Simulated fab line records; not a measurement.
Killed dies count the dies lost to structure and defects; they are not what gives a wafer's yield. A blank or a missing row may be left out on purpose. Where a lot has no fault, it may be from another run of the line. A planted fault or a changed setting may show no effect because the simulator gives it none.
Which tool did it? | flow nand harc | 18 lots with 54 wafers sampled at 6 steps, on a route of 1302 steps

== WHAT THE GAUGES SHOWED, per wafer ==
The record lacks any reading of a measuring or inspecting step that a usual standard deviation could be used to judge.

== WHAT TOOL EACH LOT RAN ON (gives the tool, then ch and the chambers of the sampled wafers, and finally the start) ==
lot  | NHARC_A_STAIRCASE_ETCH_253         | NHARC_A_STAIRCASE_ETCH_271         | NHARC_A_STAIRCASE_HM_OPEN_457                 | NHARC_A_STAIRCASE_ETCH_451                    | NHARC_A_STAIRCASE_DEP_280       | NHARC_A_STAIRCASE_DESCUM_291
L074 | rie diel-07 ch 0,1,3, day 16 09:19 | rie diel-08 ch 1,2, day 16 14:51   | rie diel-08 ch 1,2,3, day 16 22:41 or earlier | rie diel-08 ch 0,3, day 16 22:41 or earlier   | pecvd-03 ch 0,1,2, day 16 22:41 | rie diel-07 ch 0,1,2, day 16 23:31
L076 | rie diel-11 ch 0,2, day 16 19:20   | rie diel-07 ch 2,3, day 17 01:11   | rie diel-07 ch 1,2,3, day 17 08:44 or earlier | rie diel-07 ch 2,3, day 17 08:44 or earlier   | pecvd-01 ch 0,1, day 17 08:44   | rie diel-07 ch 0,2,3, day 17 09:42
L078 | rie diel-11 ch 0,1,2, day 17 18:34 | rie diel-07 ch 0,1,3, day 17 23:06 | rie diel-07 ch 0,2, day 18 03:56 or earlier   | rie diel-07 ch 0,1,3, day 18 03:56 or earlier | pecvd-01 ch 0,2, day 18 03:56   | rie diel-07 ch 1,3, day 18 04:59
L077 | rie diel-11 ch 2,3, day 17 18:44   | rie diel-07 ch 2,3, day 18 00:47   | rie diel-07 ch 0,1,2, day 18 06:40 or earlier | rie diel-07 ch 0,1,3, day 18 06:40 or earlier | pecvd-03 ch 0,1, day 18 06:40   | rie diel-11 ch 0,2, day 18 07:40
L080 | rie diel-11 ch 1,2, day 18 14:17   | rie diel-07 ch 2,3, day 18 17:59   | rie diel-07 ch 0,1,3, day 19 02:07 or earlier | rie diel-07 ch 0,1, day 19 02:07 or earlier   | pecvd-02 ch 0,1,2, day 19 02:07 | rie diel-07 ch 0,1, day 19 03:01
L083 | rie diel-08 ch 1,2,3, day 20 05:40 | rie diel-11 ch 0,1,2, day 20 09:31 | rie diel-11 ch 0,1, day 20 14:54 or earlier   | rie diel-11 ch 1,2,3, day 20 14:54 or earlier | pecvd-02 ch 0,1,2, day 20 14:54 | rie diel-07 ch 2,3, day 20 15:51
L082 | rie diel-11 ch 1,2,3, day 20 12:06 | rie diel-11 ch 1,2,3, day 20 16:19 | rie diel-11 ch 0,1,2, day 20 23:49 or earlier | rie diel-11 ch 1,2,3, day 20 23:49 or earlier | pecvd-01 ch 0,1,2, day 20 23:49 | rie diel-08 ch 1,2,3, day 21 00:47
L081 | rie diel-07 ch 0,1,2, day 20 12:47 | rie diel-07 ch 1,2, day 20 17:38   | rie diel-07 ch 2,3, day 20 18:06 or earlier   | rie diel-11 ch 1,2,3, day 20 18:06            | pecvd-01 ch 0,1, day 21 01:40   | rie diel-11 ch 1,2, day 21 02:32
L086 | rie diel-07 ch 0,3, day 21 15:31   | rie diel-11 ch 0,1, day 21 22:44   | rie diel-11 ch 0,2,3, day 22 03:37 or earlier | rie diel-11 ch 1,2, day 22 03:37 or earlier   | pecvd-01 ch 1,2, day 22 03:37   | rie diel-11 ch 0,2, day 22 04:36
L087 | rie diel-11 ch 0,2,3, day 21 17:01 | rie diel-07 ch 0,1,2, day 21 23:42 | rie diel-07 ch 0,3, day 22 05:24 or earlier   | rie diel-07 ch 1,3, day 22 05:24 or earlier   | pecvd-01 ch 1,2, day 22 05:24   | rie diel-11 ch 0,1,2, day 22 06:24
L089 | rie diel-07 ch 1,3, day 22 19:23   | rie diel-11 ch 0,1, day 22 23:20   | rie diel-11 ch 1,3, day 23 11:06 or earlier   | rie diel-11 ch 2,3, day 23 11:06 or earlier   | pecvd-02 ch 0,1,2, day 23 11:06 | rie diel-08 ch 0,1, day 23 12:03
L090 | rie diel-07 ch 0,1,3, day 22 21:21 | rie diel-07 ch 0,1,2, day 23 01:20 | rie diel-07 ch 0,1,2, day 23 09:22 or earlier | rie diel-07 ch 0,1,3, day 23 09:22 or earlier | pecvd-02 ch 0,1,2, day 23 09:22 | rie diel-11 ch 0,1,3, day 23 10:14
L092 | rie diel-08 ch 0,1,2, day 23 11:14 | rie diel-08 ch 0,1,2, day 23 18:31 | rie diel-08 ch 0,2,3, day 24 04:26 or earlier | rie diel-08 ch 0,1,3, day 24 04:26 or earlier | pecvd-02 ch 0,2, day 24 04:26   | rie diel-11 ch 0,1,3, day 24 05:56
L091 | rie diel-07 ch 0,1,2, day 23 11:38 | rie diel-07 ch 0,1, day 23 18:08   | rie diel-07 ch 1,2, day 24 04:36 or earlier   | rie diel-07 ch 0,2, day 24 04:36 or earlier   | pecvd-02 ch 0,2, day 24 04:36   | rie diel-11 ch 2,3, day 24 05:59
L093 | rie diel-11 ch 0,3, day 24 11:13   | rie diel-07 ch 0,1, day 24 15:18   | rie diel-07 ch 0,1,3, day 24 20:15 or earlier | rie diel-07 ch 0,1,2, day 24 20:15 or earlier | pecvd-03 ch 0,1,2, day 24 20:15 | rie diel-11 ch 1,2,3, day 24 21:02
L094 | rie diel-11 ch 1,2,3, day 25 03:16 | rie diel-08 ch 0,2,3, day 25 07:15 | rie diel-08 ch 0,1,3, day 25 13:10 or earlier | rie diel-08 ch 1,2,3, day 25 13:10 or earlier | pecvd-02 ch 0,1,2, day 25 13:10 | rie diel-11 ch 1,2,3, day 25 14:01
L095 | rie diel-07 ch 1,2,3, day 25 07:25 | rie diel-11 ch 0,1,3, day 25 11:14 | rie diel-11 ch 2,3, day 25 16:59 or earlier   | rie diel-11 ch 0,3, day 25 16:59 or earlier   | pecvd-03 ch 0,1,2, day 25 16:59 | rie diel-07 ch 0,1, day 25 17:52
L097 | rie diel-11 ch 0,2,3, day 25 13:41 | rie diel-07 ch 0,1,3, day 25 19:03 | rie diel-07 ch 0,1,2, day 26 00:55 or earlier | rie diel-07 ch 0,2,3, day 26 00:55 or earlier | pecvd-01 ch 0,2, day 26 00:55   | rie diel-08 ch 0,1,2, day 26 01:46
- NHARC_A_STAIRCASE_ETCH_253: etches the open film in C4F8/O2, target depth 50 nm, time 20.2 s.
- NHARC_A_STAIRCASE_ETCH_271: etches the open film in CF4/CHF3.
- NHARC_A_STAIRCASE_HM_OPEN_457: chemistry O2/COS.
- NHARC_A_STAIRCASE_ETCH_451: etches the open film in CF4/O2, target depth 30 nm, overetch 3 nm, time 16.5 s.
- NHARC_A_STAIRCASE_DEP_280: deposits SiON, target thk 30 nm.
- NHARC_A_STAIRCASE_DESCUM_291: chemistry O2, time 3 s.

== WHAT THE TOOLS THEMSELVES READ (means of the sampled wafers that have a number; where no wafer has one, the mark that the record gives instead) ==
NHARC_A_STAIRCASE_ETCH_253. Usual: bias w 1000.2 W, standard deviation 2.9; oes product au 0.954 a.u., standard deviation 0.02; rf fwd power W 589 W, standard deviation 3.4; rf vpp V 895 V, standard deviation 3.2.
lot  | tool        | bias w (W) | oes product au (a.u.) | rf fwd power W (W) | rf vpp V (V) | flag
L074 | rie diel-07 | 1002.8     | 0.955                 | 591                | 895          |
L076 | rie diel-11 | 1000.1     | 0.942                 | 590                | 894          |
L078 | rie diel-11 | 1000.2     | 0.959                 | 589                | 894          |
L077 | rie diel-11 | 1000.0     | 0.977                 | 590                | 895          |
L080 | rie diel-11 | 997.5      | 0.981                 | 593                | 893          |
L083 | rie diel-08 | 1001.3     | 0.909                 | 585                | 893          |
L082 | rie diel-11 | 1000.8     | 0.926                 | 592                | 894          |
L081 | rie diel-07 | 998.2      | 0.964                 | 589                | 896          |
L086 | rie diel-07 | 1000.2     | 0.974                 | 590                | 894          |
L087 | rie diel-11 | 1000.0     | 0.963                 | 589                | 895          |
L089 | rie diel-07 | 997.2      | 0.942                 | 588                | 894          |
L090 | rie diel-07 | 998.3      | 0.948                 | 589                | 893          |
L092 | rie diel-08 | 1002.1     | 0.937                 | 588                | 894          |
L091 | rie diel-07 | 1002.3     | 0.955                 | 589                | 896          |
L093 | rie diel-11 | 1000.7     | 0.960                 | 588                | 895          |
L094 | rie diel-11 | 1000.0     | 0.959                 | 594                | 893          |
L095 | rie diel-07 | 1000.5     | 0.957                 | 590                | 896          |
L097 | rie diel-11 | 1001.5     | 0.923                 | 590                | 894          |

NHARC_A_STAIRCASE_ETCH_271. Usual: bias w 200.1 W, standard deviation 0.62; drypump motor current A 5.7 A, standard deviation 0.42; mfc ar sccm 0.008 sccm, standard deviation 0.011; oes product au 0.945 a.u., standard deviation 0.021; rf fwd power W 497.5 W, standard deviation 1.6; rf vpp V 370.1 V, standard deviation 1.6; showerhead plenum p Torr 1.56 Torr, standard deviation 0.041; throttle valve pct 16.802 %, standard deviation 0.0094.
lot  | tool        | bias w (W) | drypump motor current A (A) | mfc ar sccm (sccm) | oes product au (a.u.) | rf fwd power W (W) | rf vpp V (V) | showerhead plenum p Torr (Torr) | throttle valve pct (%) | flag
L074 | rie diel-08 | 200.2      | 6.0                         | 0.015              | 0.960                 | 497.3              | 370.4        | 1.55                            | 16.798                 |
L076 | rie diel-07 | 199.7      | 5.1                         | 0.019              | 0.935                 | 496.3              | 371.0        | 1.59                            | 16.795                 |
L078 | rie diel-07 | 200.3      | 5.8                         | 0.016              | 0.924                 | 498.8              | 370.3        | 1.54                            | 16.799                 |
L077 | rie diel-07 | 199.8      | 5.1                         | 0.019              | 0.931                 | 495.3              | 371.6        | 1.59                            | 16.802                 |
L080 | rie diel-07 | 200.1      | 5.3                         | 0.010              | 0.987                 | 499.5              | 372.4        | 1.62                            | 16.797                 |
L083 | rie diel-11 | 200.7      | 5.7                         | 0.003              | 0.958                 | 496.9              | 368.3        | 1.55                            | 16.806                 |
L082 | rie diel-11 | 199.9      | 5.4                         | 0.003              | 0.944                 | 499.2              | 370.3        | 1.55                            | 16.792                 |
L081 | rie diel-07 | 200.4      | 5.9                         | 0.000              | 0.961                 | 498.5              | 371.0        | 1.58                            | 16.801                 |
L086 | rie diel-11 | 200.4      | 5.8                         | 0.000              | 0.918                 | 499.0              | 369.8        | 1.55                            | 16.794                 |
L087 | rie diel-07 | 199.2      | 5.9                         | 0.006              | 0.964                 | 497.6              | 370.3        | 1.57                            | 16.799                 |
L089 | rie diel-11 | 200.0      | 5.8                         | 0.000              | 0.932                 | 497.8              | 369.3        | 1.55                            | 16.806                 |
L090 | rie diel-07 | 200.6      | 5.9                         | 0.006              | 0.944                 | 498.3              | 370.9        | 1.57                            | 16.794                 |
L092 | rie diel-08 | 199.9      | 5.8                         | 0.018              | 0.937                 | 495.6              | 369.3        | 1.55                            | 16.814                 |
L091 | rie diel-07 | 199.9      | 6.2                         | 0.013              | 0.935                 | 497.1              | 368.5        | 1.52                            | 16.802                 |
L093 | rie diel-07 | 200.2      | 6.1                         | 0.006              | 0.915                 | 498.9              | 369.5        | 1.53                            | 16.797                 |
L094 | rie diel-08 | 200.2      | 5.9                         | 0.016              | 0.947                 | 497.5              | 369.6        | 1.53                            | 16.804                 |
L095 | rie diel-11 | 200.4      | 5.5                         | 0.000              | 0.977                 | 498.0              | 369.8        | 1.54                            | 16.803                 |
L097 | rie diel-07 | 200.0      | 5.8                         | 0.016              | 0.915                 | 497.2              | 368.9        | 1.53                            | 16.800                 |

NHARC_A_STAIRCASE_HM_OPEN_457. Usual: bias w 299.9 W, standard deviation 0.94; drypump motor current A 5.7 A, standard deviation 0.42; mfc ar sccm 0.009 sccm, standard deviation 0.011; oes product au 0.996 a.u., standard deviation 0.012; rf fwd power W 498.9 W, standard deviation 1.7; rf vpp V 466.4 V, standard deviation 1.9; showerhead plenum p Torr 3.09 Torr, standard deviation 0.081; throttle valve pct 28.330 %, standard deviation 0.0091.
lot  | tool        | bias w (W) | drypump motor current A (A) | mfc ar sccm (sccm) | oes product au (a.u.) | rf fwd power W (W) | rf vpp V (V) | showerhead plenum p Torr (Torr) | throttle valve pct (%) | flag
L074 | rie diel-08 | 300.5      | 5.9                         | 0.010              | 0.993                 | 497.8              | 466.6        | 3.08                            | 28.338                 |
L076 | rie diel-07 | 300.5      | 5.6                         | 0.010              | 1.012                 | 498.0              | 467.9        | 3.15                            | 28.329                 |
L078 | rie diel-07 | 301.3      | 5.7                         | 0.006              | 1.009                 | 499.3              | 469.2        | 3.21                            | 28.343                 |
L077 | rie diel-07 | 298.7      | 6.0                         | 0.006              | 0.998                 | 499.9              | 467.0        | 3.14                            | 28.327                 |
L080 | rie diel-07 | 299.2      | 5.8                         | 0.016              | 0.992                 | 500.1              | 466.0        | 3.06                            | 28.327                 |
L083 | rie diel-11 | 299.6      | 5.8                         | 0.000              | 0.989                 | 499.0              | 465.3        | 3.07                            | 28.334                 |
L082 | rie diel-11 | 300.0      | 5.7                         | 0.003              | 0.990                 | 500.0              | 465.8        | 3.07                            | 28.327                 |
L081 | rie diel-07 | 299.8      | 5.3                         | 0.010              | 1.012                 | 498.1              | 468.9        | 3.22                            | 28.328                 |
L086 | rie diel-11 | 300.6      | 5.4                         | 0.003              | 0.987                 | 498.1              | 465.9        | 3.08                            | 28.329                 |
L087 | rie diel-07 | 300.0      | 5.4                         | 0.026              | 0.999                 | 498.1              | 465.7        | 3.05                            | 28.329                 |
L089 | rie diel-11 | 299.6      | 5.3                         | 0.000              | 1.000                 | 498.3              | 465.3        | 3.08                            | 28.327                 |
L090 | rie diel-07 | 300.0      | 5.9                         | 0.006              | 0.994                 | 499.9              | 466.6        | 3.12                            | 28.330                 |
L092 | rie diel-08 | 300.4      | 5.8                         | 0.016              | 0.993                 | 499.1              | 466.1        | 3.05                            | 28.333                 |
L091 | rie diel-07 | 300.7      | 5.7                         | 0.000              | 1.004                 | 500.1              | 468.7        | 3.20                            | 28.326                 |
L093 | rie diel-07 | 301.0      | 5.8                         | 0.016              | 0.998                 | 498.6              | 465.5        | 3.04                            | 28.337                 |
L094 | rie diel-08 | 300.4      | 5.7                         | 0.012              | 0.995                 | 498.9              | 466.3        | 3.06                            | 28.333                 |
L095 | rie diel-11 | 298.5      | 5.3                         | 0.006              | 0.998                 | 500.6              | 465.4        | 3.04                            | 28.323                 |
L097 | rie diel-07 | 299.6      | 5.9                         | 0.006              | 0.992                 | 499.3              | 466.6        | 3.11                            | 28.324                 |

NHARC_A_STAIRCASE_ETCH_451. Usual: bias w 100.05 W, standard deviation 0.28; drypump motor current A 5.6 A, standard deviation 0.42; mfc ar sccm 0.009 sccm, standard deviation 0.011; oes product au 0.997 a.u., standard deviation 0.012; rf fwd power W 294.2 W, standard deviation 1.7; rf vpp V 197.4 V, standard deviation 1.1; showerhead plenum p Torr 1.32 Torr, standard deviation 0.033; throttle valve pct 13.397 %, standard deviation 0.0087.
lot  | tool        | bias w (W) | drypump motor current A (A) | mfc ar sccm (sccm) | oes product au (a.u.) | rf fwd power W (W) | rf vpp V (V) | showerhead plenum p Torr (Torr) | throttle valve pct (%) | flag
L074 | rie diel-08 | 100.02     | 5.6                         | 0.019              | 0.984                 | 294.2              | 197.6        | 1.32                            | 13.390                 |
L076 | rie diel-07 | 100.07     | 5.1                         | 0.019              | 1.006                 | 294.2              | 198.5        | 1.35                            | 13.395                 |
L078 | rie diel-07 | 100.24     | 5.8                         | 0.016              | 0.996                 | 293.9              | 196.8        | 1.31                            | 13.397                 |
L077 | rie diel-07 | 100.16     | 5.8                         | 0.016              | 0.992                 | 295.0              | 197.2        | 1.31                            | 13.391                 |
L080 | rie diel-07 | 99.98      | 6.2                         | 0.006              | 0.976                 | 295.9              | 197.4        | 1.31                            | 13.399                 |
L083 | rie diel-11 | 100.08     | 5.4                         | 0.003              | 1.006                 | 295.9              | 197.4        | 1.31                            | 13.395                 |
L082 | rie diel-11 | 100.16     | 5.4                         | 0.003              | 1.001                 | 295.5              | 196.6        | 1.31                            | 13.401                 |
L081 | rie diel-11 | 100.19     | 5.4                         | 0.003              | 0.998                 | 295.6              | 198.3        | 1.31                            | 13.390                 |
L086 | rie diel-11 | 99.92      | 5.7                         | 0.003              | 0.989                 | 295.7              | 197.5        | 1.30                            | 13.391                 |
L087 | rie diel-07 | 99.56      | 5.7                         | 0.010              | 1.000                 | 294.8              | 196.4        | 1.30                            | 13.399                 |
L089 | rie diel-11 | 100.21     | 5.2                         | 0.003              | 1.000                 | 295.8              | 197.8        | 1.31                            | 13.400                 |
L090 | rie diel-07 | 100.04     | 5.8                         | 0.016              | 0.997                 | 294.3              | 197.0        | 1.30                            | 13.395                 |
L092 | rie diel-08 | 100.09     | 5.6                         | 0.012              | 0.991                 | 294.6              | 197.7        | 1.31                            | 13.393                 |
L091 | rie diel-07 | 100.35     | 6.0                         | 0.013              | 0.984                 | 294.5              | 197.0        | 1.33                            | 13.396                 |
L093 | rie diel-07 | 99.80      | 5.9                         | 0.006              | 0.994                 | 294.9              | 197.3        | 1.33                            | 13.388                 |
L094 | rie diel-08 | 100.14     | 5.9                         | 0.010              | 0.995                 | 293.5              | 196.7        | 1.30                            | 13.401                 |
L095 | rie diel-11 | 100.31     | 5.3                         | 0.000              | 1.000                 | 294.1              | 197.4        | 1.32                            | 13.396                 |
L097 | rie diel-07 | 99.83      | 5.5                         | 0.016              | 1.004                 | 293.6              | 197.1        | 1.33                            | 13.397                 |

NHARC_A_STAIRCASE_DEP_280. Usual: heater power w 723 W, standard deviation 74; rf fwd power W 348.5 W, standard deviation 1.3.
lot  | tool     | heater power w (W) | rf fwd power W (W) | flag
L074 | pecvd-03 | 650                | 348.4              |
L076 | pecvd-01 | 752                | 347.3              |
L078 | pecvd-01 | 682                | 347.9              |
L077 | pecvd-03 | 682                | 348.7              |
L080 | pecvd-02 | 793                | 348.9              |
L083 | pecvd-02 | 778                | 348.2              |
L082 | pecvd-01 | 685                | 349.6              |
L081 | pecvd-01 | 760                | 348.3              |
L086 | pecvd-01 | 672                | 348.6              |
L087 | pecvd-01 | 779                | 348.1              |
L089 | pecvd-02 | 736                | 348.2              |
L090 | pecvd-02 | 776                | 348.9              |
L092 | pecvd-02 | 701                | 349.2              |
L091 | pecvd-02 | 648                | 348.8              |
L093 | pecvd-03 | 654                | 348.7              |
L094 | pecvd-02 | 748                | 348.5              |
L095 | pecvd-03 | 678                | 348.4              |
L097 | pecvd-01 | 724                | 348.5              |

NHARC_A_STAIRCASE_DESCUM_291. Usual: drypump motor current A 5.7 A, standard deviation 0.41; mfc ar sccm 0.008 sccm, standard deviation 0.01; oes product au 0.999 a.u., standard deviation 0.011; rf vpp V 57.6 V, standard deviation 0.91; showerhead plenum p Torr 1.89 Torr, standard deviation 0.044; throttle valve pct 11.313 %, standard deviation 0.0085.
lot  | tool        | drypump motor current A (A) | mfc ar sccm (sccm) | oes product au (a.u.) | rf vpp V (V) | showerhead plenum p Torr (Torr) | throttle valve pct (%) | flag
L074 | rie diel-07 | 5.9                         | 0.006              | 1.001                 | 57.1         | 1.92                            | 11.308                 |
L076 | rie diel-07 | 5.6                         | 0.016              | 1.010                 | 57.5         | 1.93                            | 11.315                 |
L078 | rie diel-07 | 5.7                         | 0.010              | 0.995                 | 57.6         | 1.88                            | 11.322                 |
L077 | rie diel-11 | 5.6                         | 0.003              | 0.985                 | 58.5         | 1.90                            | 11.320                 |
L080 | rie diel-07 | 6.1                         | 0.006              | 0.989                 | 57.8         | 1.87                            | 11.312                 |
L083 | rie diel-07 | 5.2                         | 0.019              | 1.018                 | 57.2         | 1.93                            | 11.313                 |
L082 | rie diel-08 | 5.9                         | 0.010              | 0.992                 | 57.2         | 1.87                            | 11.320                 |
L081 | rie diel-11 | 5.7                         | 0.003              | 0.996                 | 57.6         | 1.87                            | 11.307                 |
L086 | rie diel-11 | 5.5                         | 0.006              | 0.991                 | 57.6         | 1.87                            | 11.307                 |
L087 | rie diel-11 | 5.6                         | 0.003              | 0.988                 | 56.5         | 1.88                            | 11.306                 |
L089 | rie diel-08 | 5.6                         | 0.014              | 0.984                 | 57.8         | 1.89                            | 11.310                 |
L090 | rie diel-11 | 5.5                         | 0.000              | 0.999                 | 58.2         | 1.88                            | 11.307                 |
L092 | rie diel-11 | 5.5                         | 0.000              | 1.003                 | 58.0         | 1.88                            | 11.314                 |
L091 | rie diel-11 | 5.3                         | 0.006              | 1.007                 | 57.4         | 1.86                            | 11.304                 |
L093 | rie diel-11 | 5.5                         | 0.003              | 1.008                 | 56.8         | 1.87                            | 11.308                 |
L094 | rie diel-11 | 5.4                         | 0.003              | 1.006                 | 57.3         | 1.87                            | 11.311                 |
L095 | rie diel-07 | 6.2                         | 0.013              | 0.995                 | 57.3         | 1.85                            | 11.310                 |
L097 | rie diel-08 | 5.8                         | 0.018              | 0.997                 | 58.8         | 1.88                            | 11.302                 |

== THE ANSWER, worked out from the rows above alone ==
Rule: a lot counts as off when the mean over its wafers that have a number is more than 3 standard deviations away from the usual mean. Also off: a lot with no number at a reading for which 4 or more lots have one. Any other lot the step has rows for is counted as sound. The gauges are gone through in route order, then the tools' own readings, and for those a lot's mean is taken as printed above. The first step at which some lot is off is used, and at that step the reading that is off furthest; a lot without a number counts as furthest.
No lot is off on any of the readings shown, so nothing can be concluded from this.

== WHAT THE SIMULATOR HAD INSERTED ==
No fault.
